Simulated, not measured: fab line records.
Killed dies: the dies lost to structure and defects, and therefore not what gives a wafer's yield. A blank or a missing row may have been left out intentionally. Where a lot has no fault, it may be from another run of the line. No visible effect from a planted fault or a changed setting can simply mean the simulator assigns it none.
fab line records	flow n5Finfet
record lots=11	wafers=33	lastDay=17
route steps=1938 shown BEOL_M11@1537 PASSIVATION@1936
lots with no fault: from the same line, run without faults
startH: hours from the record's opening day to when the first of the lot's shown wafers began	waitH: hours elapsed since this lot's preceding step	" identical to the entry in the row above	L1.1+2: several wafers, shown together as one row	- no value present, or no start provided	* or withheld: withheld	< > ~ a bound
route shown NAME@n: a module of which the file shows steps, and the number in the route of the first	usual: mean/standard deviation taken from wafers without a fault	same: alike in all rows	chamber/n: place in a boat	sites: the reading at each site	_std_site: their standard deviation	_edge_site: mean of outer sites minus mean of inner sites	radiusMm: for every site, how far away it sits from the centre of the wafer	mask NAME#n: copy n	behind: the last tool/chamber to shape the wafer	hold: why the lot went on hold/how many hours it stayed there/how the hold came to an end	device: the n, p or np transistor that did not switch	end of line: the tests these same wafers got at the end of their route	where a step has no rows: the recipe by itself	killed: dies lost to structure and defects at the first sort, not the wafer's yield	map: a wafer's dies, x killed, . not, _ none there
set.NAME: the setting that was run; set.NAME@STEP: the one run at that earlier step	model.NAME: the simulator's own value behind a step, which no gauge read
steps of the route over a sample of lots; a table a step, a row a wafer
services: the hour from which a tool's chamber was out of use, counted from the record's first day as startH (under 0 if before that day), plus the number of hours and why
## steps
# step N5_BEOL_M11_CURE_71
# recipe tempC=385	timeS=240	ambient=He/Ar	material=SiCOH_lowk
# usual lampPowerPct=52.32/0.052	wafer_temp_C_max=386.9/0.61
lot.wafer	tool	chamber	startH	waitH	lampPowerPct	wafer_temp_C_max
L444.2	uvCure-03	2	221.44	0.1	52.37	386.4
L444.3	"	2	"	"	52.30	387.1
L444.6	"	2	"	"	52.26	387.1
L446.1	uvCure-03	2	234.55	0.1	52.32	386.5
L446.2	"	2	"	"	52.32	386.8
L446.5	"	2	"	"	52.31	386.5
L451.2	uvCure-01	0	262.69	0.2	52.38	387.0
L451.3	"	0	"	"	52.25	386.9
L451.6	"	0	"	"	52.33	387.3
L450.1	uvCure-03	1	268.00	0.1	52.24	386.0
L450.3	"	1	"	"	52.30	386.1
L450.6	"	1	"	"	52.37	386.2
L452.3	uvCure-01	1	268.62	0.3	52.34	386.8
L452.4	"	1	"	"	52.34	388.6
L452.5	"	1	"	"	52.27	387.3
L453.1	uvCure-01	0	278.51	0.0	52.42	387.1
L453.2	"	0	"	"	52.43	387.6
L453.4	"	0	"	"	52.30	388.2
L454.1	uvCure-03	0	296.06	0.0	52.31	386.9
L454.4	"	0	"	"	52.27	386.9
L454.5	"	0	"	"	52.31	386.8
L458.2	uvCure-03	0	300.26	0.1	52.26	386.5
L458.3	"	0	"	"	52.29	387.4
L458.6	"	0	"	"	52.35	386.7
L460.1	uvCure-03	2	324.77	0.0	52.33	386.6
L460.4	"	2	"	"	52.31	387.0
L460.5	"	2	"	"	52.40	386.3
L463.4	uvCure-03	0	341.62	0.5	52.35	386.3
L463.5	"	0	"	"	52.32	386.4
L463.6	"	0	"	"	52.28	386.6
L466.3	uvCure-03	0	354.46	0.2	52.32	387.0
L466.4	"	0	"	"	52.37	386.9
L466.6	"	0	"	"	52.40	386.8
# step N5_BEOL_M11_INSPECT_13
# recipe mode=adi	inspectInstrument=brightfield
# usual rawDefectCount=460/130
lot.wafer	tool	chamber	startH	waitH	rawDefectCount
L444.2	defectInspect-01	-	223.63	0.0	411
L444.3	"	-	"	"	477
L444.6	"	-	"	"	426
L446.1	defectInspect-02	-	236.00	0.0	410
L446.2	"	-	"	"	494
L446.5	"	-	"	"	650
L451.2	defectInspect-01	-	265.51	0.0	307
L451.3	"	-	"	"	288
L451.6	"	-	"	"	509
L452.3	defectInspect-02	-	269.62	0.0	405
L452.4	"	-	"	"	763
L452.5	"	-	"	"	347
L450.1	defectInspect-01	-	269.78	0.0	369
L450.3	"	-	"	"	439
L450.6	"	-	"	"	427
L453.1	defectInspect-02	-	281.19	0.0	367
L453.2	"	-	"	"	353
L453.4	"	-	"	"	469
L454.1	defectInspect-01	-	297.39	0.0	474
L454.4	"	-	"	"	505
L454.5	"	-	"	"	592
L458.2	defectInspect-01	-	303.41	0.0	344
L458.3	"	-	"	"	377
L458.6	"	-	"	"	437
L460.1	defectInspect-01	-	328.31	0.0	556
L460.4	"	-	"	"	429
L460.5	"	-	"	"	651
L463.4	defectInspect-02	-	343.07	0.0	568
L463.5	"	-	"	"	360
L463.6	"	-	"	"	420
L466.3	defectInspect-01	-	356.62	0.0	521
L466.4	"	-	"	"	548
L466.6	"	-	"	"	438
# step N5_BEOL_M11_ETCH_61
# recipe chemistry=CF4	target=SiARC	targetDepthA=390	maskMaterial=CAR-ArF	timeS=65	ionEnergyEv=80	pressureMtorr=40	sourceW=545	biasW=36	Ar_flow_sccm=100	cf4FlowSccm=100	ends=cleared
# usual biasW=36.00/0.11	drypumpMotorCurrentA=5.75/0.29	etchRfOnTimeS=64.1/2.1	oesProductAu=0.65/0.059	rfVppV=183.9/1.2	showerheadPlenumPTorr=2.14/0.071	throttleValvePct=15.73/0.2
lot.wafer	tool	chamber	startH	waitH	biasW	drypumpMotorCurrentA	etchRfOnTimeS	oesProductAu	rfHoursCounterH	rfVppV	showerheadPlenumPTorr	throttleValvePct
L444.2	rieDiel-05	3	224.42	0.0	36.09	6.12	66.8	0.73	28	185.7	2.27	15.63
L444.3	"	0	"	"	36.06	5.83	60.6	0.66	160	181.1	2.07	15.95
L444.6	"	1	"	"	36.08	5.73	64.6	0.62	-	184.6	2.13	15.40
L446.1	rieDiel-03	3	236.07	0.0	36.12	5.24	63.2	0.63	197	183.1	2.14	15.75
L446.2	"	0	"	"	36.02	5.38	65.1	0.60	216	183.2	2.12	15.80
L446.5	"	3	"	"	36.25	5.24	64.2	0.62	-	182.7	2.14	15.74
L451.2	rieDiel-05	2	265.58	0.0	35.99	5.57	60.0	0.74	72	182.5	2.17	15.48
L451.3	"	1	"	"	35.89	5.75	63.6	0.62	189	182.0	2.13	15.41
L451.6	"	2	"	"	35.98	5.57	60.8	0.74	-	184.4	2.17	15.49
L452.3	rieDiel-06	0	269.68	0.0	36.19	5.81	64.9	0.61	179	183.2	2.14	15.92
L452.4	"	2	"	"	36.04	5.50	66.8	0.57	235	184.2	2.11	15.62
L452.5	"	1	"	"	36.08	5.93	66.7	0.60	-	184.9	2.22	15.82
L450.1	rieDiel-06	1	269.93	0.0	36.06	5.92	67.3	0.61	198	183.6	2.22	15.81
L450.3	"	0	"	"	35.92	5.82	65.1	0.61	179	183.0	2.14	15.94
L450.6	"	1	"	"	35.96	5.88	67.1	0.61	-	184.4	2.22	15.81
L453.1	rieDiel-06	3	281.27	0.0	35.99	5.81	64.3	0.73	68	184.6	2.16	15.74
L453.2	"	1	"	"	36.02	5.90	67.2	0.60	202	186.1	2.22	15.82
L453.4	"	2	"	"	35.97	5.51	68.1	0.57	239	184.9	2.11	15.62
L454.1	rieDiel-03	0	297.46	0.0	36.10	5.40	65.5	0.58	238	183.0	2.11	15.84
L454.4	"	2	"	"	35.74	5.55	64.1	0.74	32	183.6	2.27	15.49
L454.5	"	0	"	"	36.11	5.40	64.7	0.59	-	183.7	2.11	15.84
L458.2	rieDiel-05	1	303.69	0.0	36.15	5.74	65.5	0.61	202	184.8	2.12	15.45
L458.3	"	2	"	"	36.09	5.61	62.0	0.72	80	184.9	2.16	15.49
L458.6	"	0	"	"	35.95	5.87	62.6	0.64	-	181.8	2.06	16.01
L460.1	rieDiel-05	1	328.38	0.0	35.88	5.73	65.0	0.60	210	185.3	2.12	15.47
L460.4	"	3	"	"	35.98	6.11	67.0	0.70	59	186.6	2.26	15.69
L460.5	"	0	"	"	35.74	5.83	40.9	0.82	-	183.8	2.06	16.00
L463.4	rieDiel-05	0	343.14	0.0	36.13	5.83	62.0	0.62	199	183.4	2.05	16.02
L463.5	"	2	"	"	35.89	5.60	40.3	0.92	-	185.1	2.16	15.52
L463.6	"	3	"	"	35.92	6.10	66.4	0.71	-	185.4	2.25	15.71
L466.3	rieDiel-05	1	357.04	0.0	36.00	5.73	42.7	0.77	219	184.1	2.12	15.49
L466.4	"	0	"	"	36.02	5.84	61.6	0.63	204	183.0	2.05	16.03
L466.6	"	1	"	"	35.96	5.76	64.7	0.60	-	183.2	2.12	15.47
# step N5_BEOL_M11_STRIP_19
# recipe chemistry=O2	powerW=400	tempC=40	pressureMtorr=30	rfFrequencyHz=6e+07	biasPowerW=0	overashFraction=0.2	o2FlowSccm=225
# usual drypumpMotorCurrentA=5.72/0.28	oesProductAu=0.76/0.075	rfVppV=3.7/0.61	showerheadPlenumPTorr=2.10/0.076	throttleValvePct=16.75/0.19
lot.wafer	tool	chamber	startH	waitH	drypumpMotorCurrentA	oesProductAu	rfHoursCounterH	rfVppV	showerheadPlenumPTorr	throttleValvePct
L444.2	rieDiel-06	0	224.84	0.2	5.83	0.73	165	4.7	2.09	16.92
L444.3	"	3	"	"	5.80	0.90	51	3.9	2.14	16.87
L444.6	"	3	"	"	5.77	0.89	-	3.1	2.14	16.85
L446.1	rieDiel-06	0	236.42	0.1	5.82	0.72	169	3.6	2.09	16.93
L446.2	"	1	"	"	5.90	0.72	188	3.7	2.19	16.89
L446.5	"	3	"	"	5.84	0.88	-	3.9	2.14	16.84
L451.2	rieDiel-06	0	266.12	0.3	5.84	0.71	177	4.0	2.09	16.94
L451.3	"	3	"	"	5.77	0.86	62	3.8	2.13	16.87
L451.6	"	2	"	"	5.53	0.69	-	3.6	2.08	16.74
L452.3	rieDiel-03	3	270.05	0.1	5.23	0.72	210	4.1	2.07	16.75
L452.4	"	1	"	"	6.23	0.68	222	3.9	1.99	16.97
L452.5	"	3	"	"	5.24	0.72	-	4.3	2.07	16.74
L450.1	rieDiel-03	1	270.28	0.1	6.20	0.69	222	4.0	2.00	16.97
L450.3	"	3	"	"	5.24	0.72	210	3.2	2.07	16.72
L450.6	"	1	"	"	6.21	0.68	-	3.9	2.00	16.95
L453.1	rieDiel-03	2	281.62	0.1	5.55	0.87	27	4.2	2.24	16.59
L453.2	"	3	"	"	5.22	0.72	214	3.8	2.06	16.74
L453.4	"	0	"	"	5.42	0.68	233	3.7	2.05	16.79
L454.1	rieDiel-05	0	297.80	0.1	5.84	0.73	185	3.1	2.00	16.99
L454.4	"	3	"	"	6.16	0.86	51	2.8	2.21	16.75
L454.5	"	2	"	"	5.60	0.82	-	3.9	2.11	16.51
L458.2	rieDiel-05	0	304.14	0.2	5.86	0.72	186	3.8	2.00	17.00
L458.3	"	1	"	"	5.76	0.71	202	3.8	2.06	16.39
L458.6	"	1	"	"	5.73	0.70	-	4.6	2.06	16.40
L460.1	rieDiel-05	3	328.73	0.1	6.14	0.83	59	4.1	2.21	16.75
L460.4	"	1	"	"	5.74	0.70	211	3.4	2.06	16.42
L460.5	"	3	"	"	6.13	0.84	-	3.9	2.21	16.74
L463.4	rieDiel-05	3	343.48	0.1	6.13	0.83	62	4.2	2.21	16.76
L463.5	"	3	"	"	6.10	0.84	-	4.5	2.21	16.78
L463.6	"	0	"	"	5.86	0.71	-	3.0	2.00	17.05
L466.3	rieDiel-05	2	357.51	0.2	5.61	0.80	96	3.6	2.10	16.54
L466.4	"	1	"	"	5.73	0.69	220	3.6	2.06	16.44
L466.6	"	2	"	"	5.60	0.80	-	4.1	2.10	16.52
# step N5_PASSIVATION_PROBE_49
# usual defectLimitedYield=91.1/1.4	killed_at_M0_to_M3=33/9.1	killed_at_M4_up=14/5.6	killedAtContacts=13/5.7	killedAtFrontEnd=42/12	killedAtOther=4/3	killedDies=105/16	killedOpen=69/11	killedShort=34/7.5	sort_bin_5_function=5.2/0.91	sort_bin_6_memory=3.3/0.64	sortNPass=1075/16	sortYieldPct=91.1/1.4
# same grossDies=1180	killedAtBackSide=0	sort_bin_4_leakage[%]=0	sort_bin_8_speed[%]=0
lot.wafer	tool	chamber	startH	waitH	defectLimitedYield[%]	killed_at_M0_to_M3	killed_at_M4_up	killedAtContacts	killedAtFrontEnd	killedAtOther	killedDies	killedOpen	killedShort	sort_bin_5_function[%]	sort_bin_6_memory[%]	sortNPass	sortYieldPct[%]
L444.2	prober-02	-	263.52	0.1	91.1	22	12	19	48	4	105	65	35	5.0	3.8	1075	91.1
L444.3	prober-02	-	263.57	0.1	91.3	27	6	17	48	5	103	62	40	5.7	2.5	1077	91.3
L444.6	prober-02	-	263.72	0.3	93.0	25	9	14	30	5	83	54	29	3.7	3.0	1097	93.0
L446.1	prober-01	-	274.06	0.0	88.2	60	13	15	51	0	139	90	48	7.0	4.5	1041	88.2
L446.2	prober-01	-	274.11	0.1	90.8	50	12	5	40	1	108	67	40	5.4	3.2	1072	90.8
L446.5	prober-01	-	274.26	0.2	90.3	46	10	16	39	4	115	71	39	5.2	4.2	1065	90.3
L451.2	prober-02	-	309.78	0.1	92.3	36	10	15	28	2	91	65	26	4.6	3.1	1089	92.3
L451.3	prober-02	-	309.83	0.1	89.5	41	13	16	53	1	124	72	51	5.8	4.0	1056	89.5
L451.6	prober-02	-	309.98	0.3	91.0	45	3	13	41	4	106	63	42	5.2	3.1	1074	91.0
L452.3	prober-02	-	310.98	0.1	91.1	52	15	13	20	5	105	68	36	5.2	3.6	1075	91.1
L452.4	prober-02	-	311.03	0.2	92.1	29	12	11	37	4	93	51	39	4.4	3.1	1087	92.1
L452.5	prober-02	-	311.08	0.2	93.8	27	12	11	23	0	73	53	20	3.7	2.2	1107	93.8
L450.1	prober-01	-	311.01	0.2	92.3	37	12	11	30	1	91	64	25	4.4	3.1	1089	92.3
L450.3	prober-01	-	311.11	0.3	92.9	26	8	11	39	0	84	51	33	4.4	2.4	1096	92.9
L450.6	prober-01	-	311.26	0.4	89.6	32	10	8	68	5	123	80	43	6.0	4.0	1057	89.6
L453.1	prober-01	-	323.05	0.0	92.5	22	9	16	29	12	88	56	32	4.7	2.2	1092	92.5
L453.2	prober-01	-	323.10	0.1	94.0	16	12	8	32	3	71	40	30	3.4	2.3	1109	94.0
L453.4	prober-01	-	323.20	0.2	91.9	24	10	8	49	4	95	59	33	4.4	3.4	1085	91.9
L454.1	prober-01	-	340.73	0.0	90.8	24	21	9	53	2	109	80	28	4.7	4.2	1071	90.8
L454.4	prober-01	-	340.88	0.2	92.4	17	12	16	44	1	90	65	22	4.0	3.3	1090	92.4
L454.5	prober-01	-	340.93	0.2	91.0	26	12	10	54	4	106	72	32	4.9	3.8	1074	91.0
L458.2	prober-02	-	346.04	0.1	90.8	27	26	3	51	1	108	77	30	5.3	3.6	1072	90.8
L458.3	prober-02	-	346.09	0.1	91.7	38	13	15	31	1	98	66	31	5.3	2.8	1082	91.7
L458.6	prober-02	-	346.24	0.3	92.2	27	20	10	35	0	92	69	21	4.1	3.6	1088	92.2
L460.1	prober-01	-	368.26	0.0	95.0	27	9	1	18	4	59	31	27	3.5	1.4	1121	95.0
L460.4	prober-01	-	368.41	0.2	89.1	37	19	11	51	11	129	88	24	5.7	3.6	1051	89.1
L460.5	prober-01	-	368.46	0.2	92.4	21	17	14	36	2	90	54	25	4.2	2.3	1090	92.4
L463.4	prober-01	-	382.69	0.2	91.3	25	21	8	47	2	103	59	42	4.5	3.5	1077	91.3
L463.5	prober-01	-	382.74	0.2	90.9	30	16	11	50	0	107	62	42	5.8	3.1	1073	90.9
L463.6	prober-01	-	382.79	0.3	90.2	45	14	15	41	1	116	73	38	5.6	4.0	1064	90.2
L466.3	prober-01	-	410.74	0.1	89.2	23	13	17	65	10	128	79	42	6.4	3.9	1052	89.2
L466.4	prober-01	-	410.79	0.2	90.7	31	8	17	48	6	110	67	39	5.1	3.6	1070	90.7
L466.6	prober-01	-	410.89	0.3	91.0	31	9	12	50	4	106	65	37	4.9	3.8	1074	91.0
# killed by level:class
L444.2 FIN_SAQP:geometricParticle:open=15 MOL_CONTACT_COAG:geometricParticle:open=15 FIN_SAQP:geometricParticle:short=9 BEOL_M0_SAQP:geometricParticle:short=6 STI_FIN_REVEAL:geometricParticle:open=5 BEOL_M0_SAQP:geometricParticle:open=4 BEOL_M1:geometricParticle:open=4 STI_FIN_REVEAL:geometricParticle:short=3
L444.3 MOL_CONTACT_COAG:geometricParticle:open=13 FIN_SAQP:geometricParticle:open=11 BEOL_M0_SAQP:geometricParticle:open=11 GATE_CUT:geometricParticle:short=10 FIN_SAQP:geometricParticle:short=8 BEOL_M0_SAQP:geometricParticle:short=6 GATE_CUT:geometricParticle:open=5 STI_FIN_REVEAL:geometricParticle:open=5
L444.6 MOL_CONTACT_COAG:geometricParticle:open=13 FIN_SAQP:geometricParticle:open=8 BEOL_M0_SAQP:geometricParticle:open=7 FIN_SAQP:geometricParticle:short=5 GATE_CUT:geometricParticle:short=5 BEOL_M0_SAQP:geometricParticle:short=4 BEOL_M2:geometricParticle:short=4 BEOL_M2:geometricParticle:open=4
L446.1 FIN_SAQP:geometricParticle:short=16 BEOL_M3:geometricParticle:open=15 BEOL_M1:geometricParticle:open=13 BEOL_M0_SAQP:geometricParticle:open=11 FIN_SAQP:geometricParticle:open=10 MOL_CONTACT_COAG:geometricParticle:open=9 BEOL_M2:geometricParticle:open=7 MOL_CONTACT_COAG:geometricParticle:short=5
L446.2 BEOL_M1:geometricParticle:open=17 FIN_SAQP:geometricParticle:short=12 BEOL_M3:geometricParticle:open=8 BEOL_M4:geometricParticle:open=8 FIN_SAQP:geometricParticle:open=6 GATE_CUT:geometricParticle:short=6 MOL_CONTACT_COAG:geometricParticle:open=5 BEOL_M1:geometricParticle:short=5
L446.5 BEOL_M1:geometricParticle:open=14 STI_FIN_REVEAL:geometricParticle:open=11 MOL_CONTACT_COAG:geometricParticle:open=11 BEOL_M0_SAQP:geometricParticle:short=8 BEOL_M0_SAQP:geometricParticle:open=6 BEOL_M1:geometricParticle:short=6 BEOL_M4:geometricParticle:open=5 GATE_CUT:geometricParticle:short=5
L451.2 MOL_CONTACT_COAG:geometricParticle:open=11 FIN_SAQP:geometricParticle:open=8 BEOL_M2:geometricParticle:open=7 STI_FIN_REVEAL:geometricParticle:open=6 BEOL_M1:geometricParticle:open=6 BEOL_M0_SAQP:geometricParticle:short=6 BEOL_M0_SAQP:geometricParticle:open=5 BEOL_M3:geometricParticle:open=5
L451.3 STI_FIN_REVEAL:geometricParticle:open=10 FIN_SAQP:geometricParticle:short=9 BEOL_M1:geometricParticle:open=9 MOL_CONTACT_COAG:geometricParticle:open=9 FIN_SAQP:geometricParticle:open=7 MOL_CONTACT_COAG:geometricParticle:short=7 DUMMY_GATE:geometricParticle:open=6 BEOL_M1:geometricParticle:short=6
L451.6 FIN_SAQP:geometricParticle:short=13 FIN_SAQP:geometricParticle:open=11 BEOL_M1:geometricParticle:open=11 BEOL_M0_SAQP:geometricParticle:short=10 BEOL_M3:geometricParticle:open=10 MOL_CONTACT_COAG:geometricParticle:open=9 BEOL_M0_SAQP:geometricParticle:open=4 BEOL_M2:geometricParticle:short=4
L452.3 BEOL_M2:geometricParticle:open=20 MOL_CONTACT_COAG:geometricParticle:open=12 BEOL_M2:geometricParticle:short=7 BEOL_M3:geometricParticle:open=7 GATE_CUT:geometricParticle:short=6 BEOL_M1:geometricParticle:short=5 BEOL_M0_SAQP:geometricParticle:short=4 BEOL_M1:geometricParticle:open=4
L450.1 BEOL_M0_SAQP:geometricParticle:open=13 MOL_CONTACT_COAG:geometricParticle:open=9 STI_FIN_REVEAL:geometricParticle:open=8 BEOL_M0_SAQP:geometricParticle:short=8 FIN_SAQP:geometricParticle:open=5 DUMMY_GATE:geometricParticle:open=4 BEOL_M1:geometricParticle:open=4 BEOL_M2:geometricParticle:open=4
L452.4 MOL_CONTACT_COAG:geometricParticle:open=10 STARTING-WAFER:geometricParticle:short=8 BEOL_M3:geometricParticle:open=7 BEOL_M2:geometricParticle:open=6 GATE_CUT:geometricParticle:short=5 BEOL_M0:geometricParticle:open=5 BEOL_M4:geometricParticle:open=5 BEOL_M4:geometricParticle:short=4
L452.5 MOL_CONTACT_COAG:geometricParticle:open=8 BEOL_M4:geometricParticle:open=8 FIN_SAQP:geometricParticle:open=5 BEOL_M0_SAQP:geometricParticle:open=5 BEOL_M3:geometricParticle:open=5 BEOL_M1:geometricParticle:open=4 BEOL_M2:geometricParticle:open=4 BEOL_M3:geometricParticle:short=4
L450.3 FIN_SAQP:geometricParticle:short=9 BEOL_M0_SAQP:geometricParticle:open=8 STI_FIN_REVEAL:geometricParticle:open=6 MOL_CONTACT_COAG:geometricParticle:open=6 FIN_SAQP:geometricParticle:open=5 MOL_CONTACT_COAG:geometricParticle:short=5 BEOL_M1:geometricParticle:open=5 STARTING-WAFER:geometricParticle:short=5
L450.6 STI_FIN_REVEAL:geometricParticle:open=26 FIN_SAQP:geometricParticle:short=10 BEOL_M0_SAQP:geometricParticle:short=10 BEOL_M0_SAQP:geometricParticle:open=10 FIN_SAQP:geometricParticle:open=8 MOL_CONTACT_COAG:geometricParticle:open=6 STI_FIN_REVEAL:geometricParticle:short=5 DUMMY_GATE:geometricParticle:open=5
L453.1 MOL_CONTACT_COAG:geometricParticle:open=14 FIN_SAQP:geometricParticle:short=9 STI_FIN_REVEAL:geometricParticle:open=9 GATE_CUT:geometricParticle:short=5 BEOL_M2:geometricParticle:open=5 BEOL_M3:geometricParticle:open=5 PASS1_DEP:geometricParticle:open=5 PASS1_DEP:geometricParticle:short=5
L453.2 FIN_SAQP:geometricParticle:short=9 MOL_CONTACT_COAG:geometricParticle:open=6 BEOL_M4:geometricParticle:open=6 GATE_CUT:geometricParticle:short=4 BEOL_M0_SAQP:geometricParticle:short=4 BEOL_M2:geometricParticle:open=4 FIN_SAQP:geometricParticle:open=3 BEOL_M0_SAQP:geometricParticle:open=3
L453.4 STI_FIN_REVEAL:geometricParticle:open=14 FIN_SAQP:geometricParticle:short=12 BEOL_M3:geometricParticle:open=8 MOL_CONTACT_COAG:geometricParticle:open=7 GATE_CUT:geometricParticle:short=5 BEOL_M2:geometricParticle:open=5 BEOL_M4:geometricParticle:open=5 FIN_SAQP:geometricParticle:open=4
L454.1 FIN_SAQP:geometricParticle:open=15 BEOL_M4:geometricParticle:open=11 BEOL_M3:geometricParticle:open=10 STI_FIN_REVEAL:geometricParticle:open=9 GATE_CUT:geometricParticle:open=7 MOL_CONTACT_COAG:geometricParticle:open=7 FIN_SAQP:geometricParticle:short=5 DUMMY_GATE:geometricParticle:open=5
L454.4 MOL_CONTACT_COAG:geometricParticle:open=13 FIN_SAQP:geometricParticle:open=12 STI_FIN_REVEAL:geometricParticle:open=12 BEOL_M3:geometricParticle:open=5 FIN_SAQP:geometricParticle:short=4 BEOL_M1:geometricParticle:open=4 BEOL_M1:geometricParticle:short=4 STI_FIN_REVEAL:geometricParticle:short=3
L454.5 STI_FIN_REVEAL:geometricParticle:open=15 FIN_SAQP:geometricParticle:short=9 MOL_CONTACT_COAG:geometricParticle:open=9 BEOL_M3:geometricParticle:open=8 FIN_SAQP:geometricParticle:open=7 STI_FIN_REVEAL:geometricParticle:short=6 BEOL_M1:geometricParticle:open=6 BEOL_M4:geometricParticle:open=5
L458.2 STI_FIN_REVEAL:geometricParticle:open=18 BEOL_M2:geometricParticle:open=10 BEOL_M4:geometricParticle:open=10 FIN_SAQP:geometricParticle:short=6 FIN_SAQP:geometricParticle:open=6 GATE_CUT:geometricParticle:short=6 BEOL_M0_SAQP:geometricParticle:short=5 BEOL_M0_SAQP:geometricParticle:open=5
L458.3 MOL_CONTACT_COAG:geometricParticle:open=12 BEOL_M0_SAQP:geometricParticle:short=10 BEOL_M0_SAQP:geometricParticle:open=8 GATE_CUT:geometricParticle:short=5 BEOL_M1:geometricParticle:open=5 BEOL_M6:geometricParticle:open=5 FIN_SAQP:geometricParticle:short=4 STI_FIN_REVEAL:geometricParticle:open=4
L458.6 STI_FIN_REVEAL:geometricParticle:open=20 MOL_CONTACT_COAG:geometricParticle:open=9 BEOL_M4:geometricParticle:open=8 BEOL_M3:geometricParticle:open=5 BEOL_M0_SAQP:geometricParticle:open=5 BEOL_M5:geometricParticle:open=5 STI_FIN_REVEAL:geometricParticle:short=4 BEOL_M0:geometricParticle:open=4
L460.1 BEOL_M0_SAQP:geometricParticle:short=7 BEOL_M3:geometricParticle:open=7 FIN_SAQP:geometricParticle:short=6 BEOL_M1:geometricParticle:open=4 FIN_SAQP:geometricParticle:open=2 ILD0:geometricParticle:open=2 GATE_CUT:geometricParticle:open=2 BEOL_M1:geometricParticle:short=2
L460.4 STI_FIN_REVEAL:geometricParticle:open=17 HKMG_FIN:areaEtch=17 MOL_CONTACT_COAG:geometricParticle:open=10 BEOL_M0_SAQP:geometricParticle:open=8 BEOL_M1:geometricParticle:open=8 BEOL_M4:geometricParticle:open=8 BEOL_M5:geometricParticle:open=7 BEOL_M3:geometricParticle:open=6
L460.5 MOL_CONTACT_COAG:geometricParticle:open=11 HKMG_FIN:areaEtch=11 BEOL_M4:geometricParticle:open=7 BEOL_M0_SAQP:geometricParticle:open=5 GATE_CUT:geometricParticle:short=4 BEOL_M2:geometricParticle:open=4 STARTING-WAFER:geometricParticle:short=4 FIN_SAQP:geometricParticle:open=3
L463.4 STI_FIN_REVEAL:geometricParticle:open=12 BEOL_M4:geometricParticle:open=10 FIN_SAQP:geometricParticle:short=9 MOL_CONTACT_COAG:geometricParticle:open=7 BEOL_M3:geometricParticle:open=7 FIN_SAQP:geometricParticle:open=5 ILD0:geometricParticle:short=5 GATE_CUT:geometricParticle:short=5
L463.5 FIN_SAQP:geometricParticle:short=9 STI_FIN_REVEAL:geometricParticle:open=9 MOL_CONTACT_COAG:geometricParticle:open=8 BEOL_M4:geometricParticle:short=7 STARTING-WAFER:geometricParticle:open=7 BEOL_M0_SAQP:geometricParticle:short=6 GATE_CUT:geometricParticle:short=6 BEOL_M2:geometricParticle:open=6
L463.6 MOL_CONTACT_COAG:geometricParticle:open=13 STI_FIN_REVEAL:geometricParticle:open=12 BEOL_M0_SAQP:geometricParticle:open=12 BEOL_M0_SAQP:geometricParticle:short=11 GATE_CUT:geometricParticle:short=6 BEOL_M3:geometricParticle:open=6 FIN_SAQP:geometricParticle:open=4 DUMMY_GATE:geometricParticle:open=4
L466.3 STI_FIN_REVEAL:geometricParticle:open=17 FIN_SAQP:geometricParticle:short=16 FIN_SAQP:geometricParticle:open=13 MOL_CONTACT_COAG:geometricParticle:open=13 BEOL_M4:geometricParticle:open=7 MIM_TOP:geometricParticle:open=5 STI_FIN_REVEAL:geometricParticle:short=4 BEOL_M3:geometricParticle:open=4
L466.4 MOL_CONTACT_COAG:geometricParticle:open=12 FIN_SAQP:geometricParticle:open=10 FIN_SAQP:geometricParticle:short=9 STI_FIN_REVEAL:geometricParticle:open=9 BEOL_M0_SAQP:geometricParticle:open=6 BEOL_M2:geometricParticle:short=5 ILD0:geometricParticle:short=5 BEOL_M1:geometricParticle:open=5
L466.6 FIN_SAQP:geometricParticle:open=14 FIN_SAQP:geometricParticle:short=12 MOL_CONTACT_COAG:geometricParticle:open=10 BEOL_M1:geometricParticle:open=8 BEOL_M2:geometricParticle:open=6 STI_FIN_REVEAL:geometricParticle:open=5 STI_FIN_REVEAL:geometricParticle:short=4 BEOL_M4:geometricParticle:open=4
## services
tool	chamber	startH	hours	kind
rieDiel-03	2	214.25	38.8	repair
uvCure-01	-	226.58	28.1	pm
uvCure-01	-	254.68	1.0	pm
uvCure-03	-	269.52	7.5	pm
rieDiel-06	0	270.40	9.1	repair
rieDiel-05	2	270.47	12.0	repair
uvCure-01	-	284.06	7.5	pm
rieDiel-05	3	312.55	6.6	repair
rieDiel-06	2	316.25	-	clean
rieDiel-06	2	316.25	-	consumableReplace:focusRing
rieDiel-06	2	316.25	14.1	scheduledDown
rieDiel-06	2	316.25	14.1	ventCycle
rieDiel-05	2	317.23	1.2	repair
rieDiel-03	2	331.22	2.2	repair
rieDiel-03	0	341.81	-	clean
rieDiel-03	0	341.81	-	consumableReplace:focusRing
rieDiel-03	0	341.81	16.5	scheduledDown
rieDiel-03	0	341.81	16.5	ventCycle
## key
firstSign step=N5_BEOL_M11_ETCH_61	reading=etchRfOnTimeS	direction=down	sigmas=11	usual=*	struck=*
effect step=N5_BEOL_M11_ETCH_61	reading=oesProductAu	direction=up	sigmas=3.2	usual=0.65	struck=0.84
metAt N5_BEOL_M11_ETCH_61
struckLots L460,L463,L466
struckWafers L460.5,L463.5,L466.3
baselineLoss step=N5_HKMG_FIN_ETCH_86	wafers=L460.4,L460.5
notActingAt N5_BEOL_M11_CURE_71,N5_BEOL_M11_INSPECT_13,N5_BEOL_M11_STRIP_19
onsetBetween 303.69 328.38
fault kind=processParameterDrift	tool=rieDiel-05	chamber=-	onsetH=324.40	steps=N5_BEOL_M11_ETCH_61	channel=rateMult	offset=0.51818	shape=step	endH=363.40	scope=struckWafersOnly
# baselineLoss: these wafers lose ten dies or more at that step, a loss of the line's own and not of a fault; the sort's usual values leave them out
